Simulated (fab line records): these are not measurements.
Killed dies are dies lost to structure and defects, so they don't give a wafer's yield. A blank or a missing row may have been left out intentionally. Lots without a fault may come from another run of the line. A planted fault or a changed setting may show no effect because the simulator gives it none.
Comparing a struck lot with a sound one | flow nand harc | 14 out of 1302 route steps
Sound: these wafers, L444.1, L444.3, L444.5. Struck: wafer L454.4 (left out: L454.2, L454.6 of the same lot, which were not struck); the cause appears at the end.
At each step with rows: each side's tool, then ch and its chambers, then its first start. Under that, the readings that differ: sound wafers | struck wafers | difference of the means | sigmas: that difference in standard deviations of wafers without a fault.
alike: readings whose means differ by less than 2 such deviations, and words and numbers that are the same on both sides. not compared: withheld readings, readings that some wafer has no value for, bounds like >300 that may hide the same value, and numbers for which the record gives no deviation and whose values overlap.
A row with sigmas, a row that says differs or no value, or rows on one side alone: a step with any of these is where the two part. When numbers do not overlap yet have no deviation, they are printed without sigmas and do not part them. A reading that every wafer of one side lacks parts them only if that side has two wafers or more.

first, 1 step without rows for these wafers: NHARC_A_ONON_D1_DEP_12 (target thk 1000 nm).
NHARC_A_ONON_D1_THK_MEAS_14: measures by ellipsometry.
  struck on film metro-02, day 15 08:26; sound on film metro-01, day 11 08:59
  reading     | sound       | struck | difference | sigmas
  thk nm (nm) | 982 983 982 | 1008   | +26        | +2
then, 2 steps without rows for these wafers: NHARC_A_ONON_D1_ANNEAL_15 (time 3600 s); NHARC_A_ONON_D1_DEP_16 (target thk 1000 nm).
NHARC_A_ONON_D1_THK_MEAS_18: measures by ellipsometry.
  struck on film metro-02, day 15 19:47; sound on film metro-01, day 11 19:26
  alike: thk nm
then, 1 step without rows for these wafers: NHARC_A_ONON_D1_DEP_19 (target thk 1000 nm).
NHARC_A_ONON_D1_THK_MEAS_21: measures by ellipsometry.
  struck on film metro-02, day 15 20:22; sound on film metro-02, day 11 19:59
  alike: thk nm
then, 1 step without rows for these wafers: NHARC_A_ONON_D1_DEP_22 (target thk 1000 nm).
NHARC_A_ONON_D1_THK_MEAS_24: measures by ellipsometry.
  struck on film metro-02, day 15 20:55; sound on film metro-01, day 11 20:34
  reading     | sound       | struck | difference | sigmas
  thk nm (nm) | 990 990 991 | 1011   | +21        | +2
then, 1 step without rows for these wafers: NHARC_A_ONON_D1_DEP_25 (target thk 1000 nm).
NHARC_A_ONON_D1_THK_MEAS_27: measures by ellipsometry.
  struck on film metro-01, day 15 21:30; sound on film metro-02, day 11 21:08
  alike: thk nm
NHARC_A_ONON_D1_DEP_28: target thk 1000 nm.
  sound on pecvd onon-01 ch 0, day 11 21:11; struck on pecvd onon-01 ch 0, day 15 21:37
NHARC_A_ONON_D1_THK_MEAS_30: measures by ellipsometry.
  struck on film metro-01, day 15 22:04; sound on film metro-02, day 11 21:42
  reading     | sound          | struck | difference | sigmas
  thk nm (nm) | 1004 1003 1004 | 1324   | +320       | +38
NHARC_A_ONON_D1_DEP_33: deposits SiO2, target thk 200 nm.
  sound on pecvd-03 ch 1,2, day 11 21:46; struck on pecvd-01 ch 0, day 15 22:10
  reading                | sound          | struck | difference | sigmas
  throttle valve pct (%) | 16.5 16.4 15.8 | 15.3   | -0.9       | -3
  alike: heater power w

== WHERE THEY PART ==
First at NHARC_A_ONON_D1_THK_MEAS_14; last, within this record, at NHARC_A_ONON_D1_DEP_33.

WHY: whatever the simulator had introduced
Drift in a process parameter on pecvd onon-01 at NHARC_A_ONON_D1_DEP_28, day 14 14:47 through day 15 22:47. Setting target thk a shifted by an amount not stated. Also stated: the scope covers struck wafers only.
